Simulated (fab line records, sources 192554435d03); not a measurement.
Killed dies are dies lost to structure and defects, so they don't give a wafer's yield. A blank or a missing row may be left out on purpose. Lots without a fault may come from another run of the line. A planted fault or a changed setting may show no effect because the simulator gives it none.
fab line records | flow n5_finfet
record lots=10 wafers=30 last_day=18
route steps=1938 shown BEOL_M1@811 BEOL_M4@1111 PASSIVATION@1936
lots that met no fault: from a run of the same line without faults
start_h: hours from the record's first day to the start of the lot's first wafer shown | wait_h: hours since the lot's step before | " the same as in the row above | L1.1+2: a row that stands for several wafers | - no value, or no start given | * or withheld: withheld | < > ~ a bound
route shown NAME@n: a module of which the file shows steps, and the number in the route of the first | usual: mean/standard deviation of fault-free wafers | same: alike in all rows | chamber/n: place in a boat | sites: the reading at each site | _std_site: their standard deviation | _edge_site: outer sites' mean less inner sites' | radius_mm: how far each site lies from the wafer's centre | mask NAME#n: copy n | behind: the tool/chamber that last shaped the wafer | hold: why the lot was held/for how many hours/how that ended | device: the transistor (n, p or np) that didn't switch | end of line: the same wafers' tests at the end of the route | a step without rows: its recipe alone | killed: dies lost to structure and defects at the first sort, not the wafer's yield | map: a wafer's dies, x killed, . not, _ none there
set.NAME: the setting as run; set.NAME@STEP: as run at that earlier step | model.NAME: the simulator's own value behind a step, which no gauge read
steps of the route over a sample of lots; a table a step, a row a wafer
services: from which hour (start_h, from the record's first day; less than 0 if before it) a tool's chamber was out of use, for how many hours, and why
## steps
# step N5_BEOL_M1_ALD_84
# recipe material=TaN target_thk_a=* temp_c=275 ald_precursor_family=PDMAT ald_co_reactant=NH3 pressure_torr=3 carrier_flow_sccm=1500 pulse_time_s=2 purge_time_s=3 co_reactant_purge_time_s=2 co_reactant_pulse_time_s=3 ald_cycles=30 precursor_vessel_temp_c=75 precursor_vessel_pressure_torr=26.25 precursor_vessel_carrier_sccm=1000
# usual heater_power_w=435/37 precursor_vessel_carrier_sccm=1000/3.1
# same co_reactant_purge_time_s=2
# columns lot.wafer tool chamber start_h wait_h heater_power_w precursor_vessel_carrier_sccm since_wet_clean_h
L572.1 ald_metal-02 2 125.04 0.0 449 1004 5942
L572.2 " 0 " " 452 996 5942
L572.6 " 1 " " 394 1002 -
L573.1 ald_metal-04 2 134.35 0.0 412 1000 2874
L573.4 " 1 " " 480 997 2874
L573.5 " 3 " " 392 1000 -
L575.2 ald_metal-01 3 147.23 0.2 425 998 4426
L575.5 " 1 " " 503 1010 -
L575.6 " 0 " " 400 996 -
L577.2 ald_metal-02 2 154.56 0.0 468 999 5971
L577.4 " 3 " " 440 1002 5971
L577.5 " 2 " " 464 1001 -
L587.1 ald_metal-02 0 219.85 0.1 463 1003 6037
L587.2 " 2 " " 446 1003 6037
L587.5 " 2 " " 464 998 -
L588.3 ald_metal-02 2 224.40 0.0 442 999 6041
L588.5 " 0 " " 459 1001 -
L588.6 " 1 " " 397 1003 -
L591.1 ald_metal-01 0 246.78 0.1 403 1005 4525
L591.3 " 2 " " 354 1000 4525
L591.6 " 2 " " 367 1000 -
L592.2 ald_metal-04 3 255.11 0.0 406 1000 2995
L592.3 " 1 " " 479 998 2995
L592.5 " 3 " " 389 1001 -
L595.1 ald_metal-02 2 272.56 0.0 460 998 6089
L595.2 " 3 " " 422 1001 6089
L595.3 " 0 " " 456 1001 6089
L594.3 ald_metal-02 1 276.38 0.1 389 998 6093
L594.4 " 2 " " 453 1001 6093
L594.5 " 0 " " 464 1001 -
# step N5_BEOL_M1_SPUTTER_48
# recipe material=Cu target_thk_a=45 temp_c=-20 chamber_pressure_pa=0.07 power_w=withheld time_s=8.29
# usual chamber_pressure_pa=0.06998/0.00013 chuck_gas_flow_sccm=1.27/0.052 throttle_valve_pct=29.6/0.94
# columns lot.wafer tool chamber start_h wait_h chamber_pressure_pa chuck_gas_flow_sccm throttle_valve_pct
L572.1 pvd_sputter-03 - 125.55 0.1 0.0699 1.19 30.7
L572.2 " - " " 0.06989 1.20 29.8
L572.6 " - " " 0.07005 1.23 31.3
L573.1 pvd_sputter-01 - 135.10 0.1 0.06998 1.30 29.9
L573.4 " - " " 0.07017 1.27 28.7
L573.5 " - " " 0.07007 1.26 30.0
L575.2 pvd_sputter-02 - 149.50 1.5 0.07 1.26 27.7
L575.5 " - " " 0.07002 1.26 29.7
L575.6 " - " " 0.07003 1.31 29.7
L577.2 pvd_sputter-01 - 155.08 0.2 0.07013 1.27 29.0
L577.4 " - " " 0.07008 1.37 29.0
L577.5 " - " " 0.06986 1.20 28.7
L587.1 pvd_sputter-01 - 220.76 0.1 - - -
L587.2 " - " " - - -
L587.5 " - " " - - -
L588.3 pvd_sputter-01 - 224.90 0.1 - - -
L588.5 " - " " - - -
L588.6 " - " " - - -
L591.1 pvd_sputter-02 - 247.40 0.1 0.06991 1.34 29.8
L591.3 " - " " 0.06999 1.31 27.8
L591.6 " - " " 0.06997 1.29 27.9
L592.2 pvd_sputter-01 - 255.69 0.2 0.06993 1.30 29.3
L592.3 " - " " 0.07028 1.33 28.8
L592.5 " - " " 0.0701 1.34 30.2
L595.1 pvd_sputter-02 - 273.08 0.1 0.0698 1.34 29.6
L595.2 " - " " 0.07009 1.23 27.7
L595.3 " - " " 0.07009 1.25 30.0
L594.3 pvd_sputter-01 - 277.22 0.1 0.07004 1.14 30.4
L594.4 " - " " 0.07008 1.26 28.6
L594.5 " - " " 0.07011 1.23 30.4
# step N5_BEOL_M1_SPUTTER_79
# recipe material=Cu target_thk_a=45 temp_c=-20 chamber_pressure_pa=0.07 power_w=withheld time_s=8.29
# usual chamber_pressure_pa=0.07/0.00015 chuck_gas_flow_sccm=1.27/0.051 throttle_valve_pct=29.6/0.96
# columns lot.wafer tool chamber start_h wait_h chamber_pressure_pa chuck_gas_flow_sccm throttle_valve_pct
L572.1 pvd_sputter-03 - 125.77 0.1 0.07024 1.33 30.8
L572.2 " - " " 0.06982 1.21 29.7
L572.6 " - " " 0.07003 1.22 31.1
L573.1 pvd_sputter-01 - 135.32 0.1 0.06997 1.28 29.8
L573.4 " - " " 0.07021 1.28 28.7
L573.5 " - " " 0.07002 1.28 30.2
L575.2 pvd_sputter-02 - 149.72 0.1 0.07001 1.33 27.8
L575.5 " - " " 0.07009 1.30 29.8
L575.6 " - " " 0.07021 1.29 30.0
L577.2 pvd_sputter-01 - 155.30 0.1 0.07002 1.27 28.9
L577.4 " - " " 0.07003 1.27 29.2
L577.5 " - " " 0.07011 1.20 28.4
L587.1 pvd_sputter-01 - 220.98 0.1 0.07011 1.30 30.2
L587.2 " - " " 0.06996 1.27 29.1
L587.5 " - " " 0.07008 1.34 28.6
L588.3 pvd_sputter-01 - 225.12 0.1 0.0701 1.20 30.0
L588.5 " - " " 0.06997 1.35 28.8
L588.6 " - " " 0.06995 1.32 30.2
L591.1 pvd_sputter-02 - 247.62 0.1 0.06977 1.31 29.6
L591.3 " - " " 0.07011 1.27 27.8
L591.6 " - " " 0.07 1.21 27.7
L592.2 pvd_sputter-01 - 255.91 0.1 0.06991 1.28 29.0
L592.3 " - " " 0.06991 1.21 28.9
L592.5 " - " " 0.06994 1.26 30.1
L595.1 pvd_sputter-02 - 273.30 0.1 0.06988 1.20 29.9
L595.2 " - " " 0.07016 1.32 28.0
L595.3 " - " " 0.06978 1.23 29.8
L594.3 pvd_sputter-01 - 277.44 0.1 0.06988 1.20 30.0
L594.4 " - " " 0.06993 1.25 28.7
L594.5 " - " " 0.07009 1.19 30.5
# step N5_BEOL_M1_SPUTTER_86
# recipe material=Cu target_thk_a=45 temp_c=-20 chamber_pressure_pa=0.07 power_w=withheld time_s=8.29
# usual chamber_pressure_pa=0.07/0.00015 chuck_gas_flow_sccm=1.28/0.054 throttle_valve_pct=29.6/0.97
# columns lot.wafer tool chamber start_h wait_h chamber_pressure_pa chuck_gas_flow_sccm throttle_valve_pct
L572.1 pvd_sputter-03 - 126.21 0.1 0.06998 1.27 30.9
L572.2 " - " " 0.07006 1.23 29.7
L572.6 " - " " 0.07006 1.26 31.6
L573.1 pvd_sputter-01 - 135.76 0.1 0.0698 1.25 30.2
L573.4 " - " " 0.07007 1.35 28.7
L573.5 " - " " 0.07006 1.26 29.8
L575.2 pvd_sputter-02 - 150.16 0.1 0.06995 1.33 27.8
L575.5 " - " " 0.06992 1.31 29.9
L575.6 " - " " 0.07008 1.37 30.0
L577.2 pvd_sputter-01 - 155.74 0.1 0.06965 1.21 29.1
L577.4 " - " " 0.06973 1.27 29.0
L577.5 " - " " 0.07024 1.33 28.7
L587.1 pvd_sputter-01 - 221.42 0.1 0.07002 1.24 30.1
L587.2 " - " " 0.06988 1.30 29.0
L587.5 " - " " 0.07045 1.25 28.7
L588.3 pvd_sputter-01 - 225.56 0.1 0.07001 1.25 30.1
L588.5 " - " " 0.07009 1.26 29.0
L588.6 " - " " 0.07015 1.27 30.5
L591.1 pvd_sputter-02 - 248.06 0.1 0.06991 1.31 29.5
L591.3 " - " " 0.06988 1.19 27.9
L591.6 " - " " 0.07012 1.25 27.7
L592.2 pvd_sputter-01 - 256.35 0.1 0.07025 1.30 28.7
L592.3 " - " " 0.06964 1.33 28.9
L592.5 " - " " 0.06978 1.21 30.2
L595.1 pvd_sputter-02 - 273.74 0.1 0.07022 1.32 30.0
L595.2 " - " " 0.06995 1.28 27.5
L595.3 " - " " 0.07012 1.28 29.8
L594.3 pvd_sputter-01 - 277.88 0.1 0.06992 1.20 30.2
L594.4 " - " " 0.06989 1.17 28.9
L594.5 " - " " 0.0699 1.31 30.4
# step N5_BEOL_M4_RC_MEAS_101
# usual DIBL_N=36.4/1.3 DIBL_P=36.5/1.7 IOFF_N=0.154/0.022 IOFF_P=0.202/0.025 ION_N=671/9.8 ION_P=460/6.8 SS_N=71.6/0.54 SS_P=73.4/0.58 VT_N=250.9/2.8 VT_P=-251.4/2.7
# columns lot.wafer tool chamber start_h wait_h DIBL_N[mV/V] DIBL_P[mV/V] IOFF_N[nA/um] IOFF_P[nA/um] ION_N[uA/um] ION_P[uA/um] SS_N[mV/dec] SS_P[mV/dec] VT_N[mV] VT_P[mV]
L572.1 prober-01 0 167.88 0.0 39.0 37.2 0.176 0.213 686 469 73.3 74.2 247.0 -251.2
L572.2 " 0 " " 39.4 37.7 0.183 0.222 683 461 72.5 74.1 247.6 -249.5
L572.6 " 0 " " 40.5 39.9 0.224 0.259 697 477 72.8 74.2 244.5 -250.8
L573.1 prober-02 0 172.44 0.0 37.2 35.9 0.159 0.181 682 449 73.0 73.1 252.0 -252.2
L573.4 " 0 " " 34.8 33.7 0.124 0.161 668 458 71.3 73.1 255.4 -252.7
L573.5 " 0 " " 37.4 36.4 0.168 0.194 674 452 72.1 72.9 250.2 -252.2
L575.2 prober-02 0 182.20 0.2 39.3 38.5 0.174 0.185 669 447 72.4 74.5 252.2 -256.8
L575.5 " 0 " " 36.8 36.2 0.132 0.155 662 446 71.7 72.9 253.1 -256.9
L575.6 " 0 " " 35.7 34.4 0.116 0.142 657 444 71.4 73.5 258.6 -256.9
L577.2 prober-02 0 194.46 0.2 36.6 37.2 0.147 0.204 679 463 72.0 73.4 249.0 -249.7
L577.4 " 0 " " 36.0 36.3 0.145 0.201 694 469 71.6 72.9 250.9 -250.8
L577.5 " 0 " " 35.3 35.5 0.134 0.183 665 460 71.7 73.3 251.9 -252.3
L587.1 prober-01 0 261.24 0.0 37.2 35.4 0.176 0.210 665 452 72.6 73.9 250.9 -251.1
L587.2 " 0 " " 35.0 34.6 0.140 0.197 667 457 72.0 73.3 252.5 -249.8
L587.5 " 0 " " 36.2 35.3 0.156 0.205 663 456 71.8 73.6 250.5 -248.8
L588.3 prober-01 0 265.63 0.3 33.6 33.9 0.125 0.181 662 457 70.7 72.4 255.2 -250.4
L588.5 " 0 " " 34.6 35.4 0.136 0.197 671 463 71.0 73.3 252.1 -249.0
L588.6 " 0 " " 35.3 36.2 0.144 0.205 667 457 71.8 73.4 253.1 -250.7
L591.1 prober-01 0 282.60 0.0 35.8 35.5 0.135 0.225 662 466 70.9 73.0 253.4 -250.0
L591.3 " 0 " " 38.0 37.1 0.161 0.260 656 461 72.7 73.9 249.9 -247.8
L591.6 " 0 " " 36.2 35.9 0.139 0.243 655 458 71.7 73.3 252.5 -245.9
L592.2 prober-01 0 295.86 0.2 37.1 35.6 0.163 0.198 661 449 71.9 73.7 250.8 -252.9
L592.3 " 0 " " 37.6 37.3 0.188 0.241 676 463 71.9 74.4 244.2 -245.9
L592.5 " 0 " " 37.2 37.7 0.193 0.248 687 469 71.4 73.6 246.1 -245.7
L595.1 prober-01 0 305.59 0.0 36.1 37.4 0.157 0.192 677 453 71.5 73.3 247.4 -252.0
L595.2 " 0 " " 37.4 38.9 0.189 0.220 685 465 71.6 74.2 245.6 -250.3
L595.3 " 0 " " 37.3 38.9 0.187 0.211 669 455 71.8 73.7 248.7 -251.6
L594.3 prober-01 0 310.98 0.3 34.7 34.7 0.130 0.191 662 459 71.6 72.5 253.3 -251.2
L594.4 " 0 " " 35.0 35.3 0.134 0.199 679 466 70.6 72.7 251.0 -248.1
L594.5 " 0 " " 35.2 36.0 0.145 0.215 672 464 71.2 72.4 250.8 -249.1
# step N5_PASSIVATION_PROBE_49
# usual defect_limited_yield=91.1/1.3 killed_at_M0_to_M3=34/10 killed_at_M4_up=14/5.7 killed_at_contacts=12/5.9 killed_at_front_end=41/12 killed_at_other=4/3.1 killed_dies=105/15 killed_open=69/11 killed_short=35/7.8 sort_bin_5_function=5.3/0.81 sort_bin_6_memory=3.3/0.75 sort_bin_8_speed=0.00/0.007 sort_n_pass=1075/15 sort_yield_pct=91.1/1.3
# same gross_dies=1180 killed_at_back_side=0 sort_bin_4_leakage[%]=0
# columns lot.wafer tool chamber start_h wait_h defect_limited_yield[%] killed_at_M0_to_M3 killed_at_M4_up killed_at_contacts killed_at_front_end killed_at_other killed_dies killed_open killed_short sort_bin_5_function[%] sort_bin_6_memory[%] sort_bin_8_speed[%] sort_n_pass sort_yield_pct[%]
L588.3 prober-02 - 363.68 0.1 91.8 32 9 8 41 7 97 67 22 5.0 3.1 0 1083 91.8
L588.5 prober-02 - 363.78 0.2 90.5 46 9 16 39 2 112 77 22 5.2 4.2 0 1068 90.5
L588.6 prober-02 - 363.83 0.3 88.9 43 13 11 60 4 131 76 39 7.2 3.3 0 1049 88.9
L587.1 prober-02 - 368.49 0.4 90.5 47 20 9 36 0 112 66 37 6.1 3.2 0 1068 90.5
L587.2 prober-02 - 368.54 0.4 91.4 36 20 17 29 0 102 61 29 5.5 2.8 0 1078 91.4
L587.5 prober-02 - 368.69 0.6 90.5 24 12 12 61 3 112 66 34 5.6 3.5 0 1068 90.5
# killed by level:class
L588.3 STI_FIN_REVEAL:geometric_particle:open=11 BEOL_M3:geometric_particle:open=10 BEOL_M1:interface_void_opened=7 MOL_CONTACT_COAG:geometric_particle:open=6 FIN_SAQP:geometric_particle:open=5 ILD0:geometric_particle:open=5 BEOL_M1:geometric_particle:open=4 STI_FIN_REVEAL:geometric_particle:short=3
L588.5 STI_FIN_REVEAL:geometric_particle:open=13 MOL_CONTACT_COAG:geometric_particle:open=13 BEOL_M3:geometric_particle:open=13 BEOL_M1:interface_void_opened=12 FIN_SAQP:geometric_particle:open=9 BEOL_M1:geometric_particle:open=6 BEOL_M0_SAQP:geometric_particle:open=5 FIN_SAQP:geometric_particle:short=4
L588.6 STI_FIN_REVEAL:geometric_particle:open=18 BEOL_M1:geometric_particle:open=12 BEOL_M1:interface_void_opened=11 STI_FIN_REVEAL:geometric_particle:short=10 MOL_CONTACT_COAG:geometric_particle:open=8 BEOL_M3:geometric_particle:open=8 ILD0:geometric_particle:short=6 FIN_SAQP:geometric_particle:short=5
L587.1 BEOL_M2:geometric_particle:open=11 BEOL_M4:geometric_particle:open=9 BEOL_M1:interface_void_opened=9 BEOL_M1:geometric_particle:open=8 BEOL_M0_SAQP:geometric_particle:open=7 FIN_SAQP:geometric_particle:short=6 MOL_CONTACT_COAG:geometric_particle:open=6 BEOL_M0_SAQP:geometric_particle:short=6
L587.2 MOL_CONTACT_COAG:geometric_particle:open=15 BEOL_M1:interface_void_opened=10 STI_FIN_REVEAL:geometric_particle:open=9 BEOL_M4:geometric_particle:open=8 ILD0:geometric_particle:short=7 BEOL_M1:geometric_particle:open=7 BEOL_M0_SAQP:geometric_particle:short=7 BEOL_M2:geometric_particle:open=5
L587.5 FIN_SAQP:geometric_particle:open=10 STI_FIN_REVEAL:geometric_particle:open=9 BEOL_M4:geometric_particle:open=9 MOL_CONTACT_COAG:geometric_particle:open=9 BEOL_M1:interface_void_opened=9 FIN_SAQP:geometric_particle:short=7 GATE_CUT:geometric_particle:open=7 STARTING-WAFER:geometric_particle:short=7
## services
# columns tool chamber start_h hours kind
pvd_sputter-03 - 119.61 1.0 repair
ald_metal-02 1 143.36 7.0 repair
pvd_sputter-02 - 222.72 1.7 repair
ald_metal-04 - 247.48 4.3 pm
## key
first_sign step=N5_BEOL_M1_SPUTTER_48 reading=tool_record direction=missing
effect none on later readings
met_at N5_BEOL_M1_SPUTTER_48
struck_lots L587,L588
not_acting_at N5_BEOL_M1_ALD_84,N5_BEOL_M1_SPUTTER_79,N5_BEOL_M1_SPUTTER_86
onset_between 155.08 220.76
fault kind=skipped_step_whole tool=pvd_sputter-01 chamber=- onset_h=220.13 steps=N5_BEOL_M1_SPUTTER_48 scope=struck_lots_only
